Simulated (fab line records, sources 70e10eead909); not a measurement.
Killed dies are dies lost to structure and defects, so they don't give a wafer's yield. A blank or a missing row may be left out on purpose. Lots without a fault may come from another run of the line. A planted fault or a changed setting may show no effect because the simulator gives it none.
Chamber matching | flow nand_harc | NHARC_A_BONDPAD_ETCH_34 on rie_diel-06: 4 sister chambers
The step etches the open film in N2/H2, target depth 60 nm, overetch 18 nm, time 65.91 s. 8 wafers are shown with their chamber, then 11 later ones without.

WAFERS WITH THEIR CHAMBER
wafer  | chamber | drypump_motor_current_A (A) | rf_vpp_V (V)
L808.3 | 1       | 5.93                        | 434
L813.2 | 1       | 5.91                        | 436
L818.4 | 2       | 5.72                        | 429
L818.6 | 0       | 5.66                        | 425
L819.2 | 3       | 5.95                        | 433
L819.3 | 2       | 5.72                        | 430
L819.6 | 3       | 5.95                        | 433
L821.2 | 0       | 5.66                        | 427

WAFERS WITHOUT THEIR CHAMBER
wafer  | drypump_motor_current_A (A) | rf_vpp_V (V)
L821.3 | 5.70                        | 427
L821.4 | 5.91                        | 435
L822.1 | 5.64                        | 426
L822.2 | 5.75                        | 429
L822.3 | 5.95                        | 432
L823.2 | 5.92                        | 434
L823.5 | 5.91                        | 434
L823.6 | 5.72                        | 429
L824.1 | 5.66                        | 428
L824.3 | 5.92                        | 433
L824.5 | 5.94                        | 432

WHICH CHAMBER EACH WENT THROUGH
wafer  | from the rows above | in truth
L821.3 | 2                   | 2
L821.4 | 1                   | 1
L822.1 | 0                   | 0
L822.2 | 2                   | 2
L822.3 | 3                   | 3
L823.2 | 1                   | 1
L823.5 | 1                   | 1
L823.6 | 2                   | 2
L824.1 | 0                   | 0
L824.3 | 1                   | 1
L824.5 | 3                   | 3
Placed correctly: 11 of 11. Can't be placed from these rows: 0. Placed wrongly: 0.
How it was worked out, from the rows above alone: a wafer's distance from a chamber is the root of the sum, over the readings, of the square of ((its reading less the chamber's mean) divided by the reading's scatter). The wafer belongs to the nearest chamber; if the next one is less than 2 further off, it can't be placed. A chamber's mean is the mean of its shown wafers. The scatter: the root of (the sum of the squares of (reading less its chamber's mean) over the shown wafers, divided by (wafers less chambers)).
